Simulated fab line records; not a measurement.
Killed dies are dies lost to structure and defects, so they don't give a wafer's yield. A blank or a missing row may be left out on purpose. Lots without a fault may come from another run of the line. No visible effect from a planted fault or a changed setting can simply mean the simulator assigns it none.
What tool caused it? | flow n5-finfet | 33 wafers from 13 lots sampled at 5 of the route's 1938 steps

WHAT EACH GAUGE READ, for each wafer
N5_BEOL_M6_RS_MEAS_57: measures by four-point-probe.
lot  | measured     | on            | M6_RS (ohm/sq)
L721 | day 8 23:04  | film-metro-02 | 0.271 0.288 0.280
L720 | day 8 23:04  | film-metro-02 | 0.284 0.277
L722 | day 9 04:34  | film-metro-02 | 0.292 0.285
L723 | day 9 23:37  | film-metro-02 | 0.278 0.274 0.291
L724 | day 10 03:53 | film-metro-01 | 0.270 0.282 0.282
L725 | day 10 09:24 | film-metro-02 | 0.285 0.282 0.279
L728 | day 11 03:17 | film-metro-01 | 0.278 0.289 0.280
L735 | day 13 12:11 | film-metro-01 | 0.289 0.262 0.270
L738 | day 13 18:06 | film-metro-01 | 0.263 0.272
L740 | day 14 08:10 | film-metro-02 | 0.291 0.282
L741 | day 14 10:17 | film-metro-02 | 0.288 0.291
L742 | day 14 14:58 | film-metro-01 | 0.263 0.284
L743 | day 14 17:51 | film-metro-01 | 0.283 0.280 0.276

N5_BEOL_M7_THK_MEAS_01.
lot  | measured     | on            | M7_ILD_THK (nm)
L721 | day 8 23:42  | film-metro-02 | 155.7 155.1 156.1
L720 | day 8 23:42  | film-metro-02 | 154.1 153.0
L722 | day 9 05:12  | film-metro-02 | 154.1 154.6
L723 | day 10 00:29 | film-metro-01 | 157.8 154.4 156.7
L724 | day 10 05:02 | film-metro-01 | 154.1 155.0 157.3
L725 | day 10 10:05 | film-metro-01 | 154.7 156.2 159.0
L728 | day 11 04:12 | film-metro-01 | 142.4 154.7 156.3
L735 | day 13 12:49 | film-metro-02 | 154.2 157.5 158.6
L738 | day 13 18:44 | film-metro-01 | 155.6 156.5
L740 | day 14 08:48 | film-metro-01 | 156.0 155.3
L741 | day 14 10:56 | film-metro-02 | 158.7 158.5
L742 | day 14 15:36 | film-metro-01 | 155.4 157.5
L743 | day 14 18:31 | film-metro-02 | 155.8 157.1 158.1

N5_BEOL_M7_CD_MEAS_11: target cd 38.5 nm.
lot  | measured     | on        | cd-nm (nm)
L721 | day 9 00:44  | cd-sem-01 | 38.0 39.0 38.6
L720 | day 9 07:17  | cd-sem-02 | 38.2 38.1
L722 | day 9 07:19  | cd-sem-01 | 37.3 37.8
L723 | day 10 01:39 | cd-sem-03 | 39.8 39.0 38.4
L724 | day 10 06:17 | cd-sem-01 | 37.9 38.4 38.3
L725 | day 10 11:30 | cd-sem-03 | 39.0 38.8 38.3
L728 | day 11 05:38 | cd-sem-03 | 38.9 39.8 38.5
L735 | day 13 13:38 | cd-sem-01 | 39.0 38.9 38.9
L738 | day 13 21:53 | cd-sem-02 | 39.2 39.3
L740 | day 14 10:12 | cd-sem-01 | 39.2 38.8
L741 | day 14 13:33 | cd-sem-03 | 38.4 38.0
L742 | day 14 17:00 | cd-sem-03 | 39.4 39.0
L743 | day 14 20:25 | cd-sem-01 | 39.5 38.7 39.2

TOOL THAT RAN EACH LOT (tool first, then ch and the chambers of the sampled wafers, then the start)
lot  | N5_BEOL_M6_SPUTTER_48        | N5_BEOL_M7_ILD_DEP_00
L721 | pvd-sputter-03, day 8 21:22  | pecvd-03 ch 0,1, day 8 23:07
L720 | pvd-sputter-03, day 8 21:26  | pecvd-01 ch 0,2, day 8 23:07
L722 | pvd-sputter-01, day 9 03:37  | pecvd-01 ch 0,1, day 9 04:37
L723 | pvd-sputter-01, day 9 22:31  | pecvd-03 ch 0,2, day 9 23:41
L724 | pvd-sputter-02, day 10 02:55 | pecvd-01 ch 0,2, day 10 03:58
L725 | pvd-sputter-03, day 10 08:25 | pecvd-03 ch 0,2, day 10 09:29
L728 | pvd-sputter-01, day 11 02:20 | pecvd-03 ch 0,2, day 11 03:20
L735 | pvd-sputter-03, day 13 11:04 | pecvd-04 ch 0,1, day 13 12:14
L738 | pvd-sputter-01, day 13 16:39 | pecvd-04 ch 0,2, day 13 18:10
L740 | pvd-sputter-02, day 14 06:45 | pecvd-03 ch 0, day 14 08:13
L741 | pvd-sputter-03, day 14 09:19 | pecvd-03 ch 0,2, day 14 10:22
L742 | pvd-sputter-02, day 14 13:47 | pecvd-04 ch 1,2, day 14 15:01
L743 | pvd-sputter-03, day 14 16:53 | pecvd-03 ch 0,1, day 14 17:55
- N5_BEOL_M6_SPUTTER_48: material Cu, target thk 10 nm, time 1.667 s.
- N5_BEOL_M7_ILD_DEP_00: deposits SiCOH lowk from DEMS/porogen, target thk 179.75 nm, time 33.4 s.

AS READ BY THE TOOLS THEMSELVES (means over the sampled wafers that have a number; for cases with no such wafer, the mark the record gives instead)
N5_BEOL_M6_SPUTTER_48.
lot  | tool           | chamber-pressure-pa (Pa) | substrate-temp-c (C) | throttle-valve-pct (%)
L721 | pvd-sputter-03 | 0.13                     | -19.98               | 30.2
L720 | pvd-sputter-03 | 0.13                     | -20.05               | 30.0
L722 | pvd-sputter-01 | 0.13                     | -20.05               | 31.5
L723 | pvd-sputter-01 | 0.13                     | -19.92               | 30.7
L724 | pvd-sputter-02 | 0.13                     | -20.08               | 29.3
L725 | pvd-sputter-03 | 0.13                     | -20.03               | 29.6
L728 | pvd-sputter-01 | 0.13                     | -20.06               | 30.7
L735 | pvd-sputter-03 | 0.13                     | -19.95               | 30.8
L738 | pvd-sputter-01 | 0.13                     | -20.11               | 31.4
L740 | pvd-sputter-02 | 0.13                     | -20.01               | 29.6
L741 | pvd-sputter-03 | 0.13                     | -20.05               | 29.8
L742 | pvd-sputter-02 | 0.13                     | -19.93               | 29.5
L743 | pvd-sputter-03 | 0.13                     | -20.03               | 30.5

N5_BEOL_M7_ILD_DEP_00.
lot  | tool     | heater-power-w (W) | showerhead-plenum-p-Torr (Torr) | throttle-valve-pct (%)
L721 | pecvd-03 | 323                | 5.741                           | 14.4
L720 | pecvd-01 | 374                | 5.746                           | 12.8
L722 | pecvd-01 | 299                | 5.752                           | 13.6
L723 | pecvd-03 | 302                | 5.753                           | 13.9
L724 | pecvd-01 | 365                | 5.741                           | 12.8
L725 | pecvd-03 | 304                | 5.752                           | 13.4
L728 | pecvd-03 | 319                | 5.747                           | 13.9
L735 | pecvd-04 | 299                | 5.715                           | 13.9
L738 | pecvd-04 | 276                | 5.743                           | 13.3
L740 | pecvd-03 | 279                | 5.733                           | 14.6
L741 | pecvd-03 | 282                | 5.745                           | 13.6
L742 | pecvd-04 | 270                | 5.733                           | 13.4
L743 | pecvd-03 | 334                | 5.750                           | 14.3

THE ANSWER, worked out from the rows above alone
Rule: the usual values come from the lots themselves. Put in order of their means at a reading, lots are off if they are a third of the lots or fewer, leave a main group of 4 or more, and stand apart from it by a gap of 3 or more times the standard deviation of the main group's means; of several such gaps the widest counts. Not used: any main group whose means are identical at the precision the tables above print for the reading. Also off: a lot with no number at a reading for which 4 or more lots have one. Any other lot the step has rows for is counted as sound. The gauges are gone through in route order, then the tools' own readings, and for those a lot's mean is taken as printed above. At the first step where some lot is off, the reading lying furthest off is the one used; lots without a number count as furthest.
Nothing can be told from this: no lot is off at any reading shown.

WHAT THE SIMULATOR HAD PUT IN
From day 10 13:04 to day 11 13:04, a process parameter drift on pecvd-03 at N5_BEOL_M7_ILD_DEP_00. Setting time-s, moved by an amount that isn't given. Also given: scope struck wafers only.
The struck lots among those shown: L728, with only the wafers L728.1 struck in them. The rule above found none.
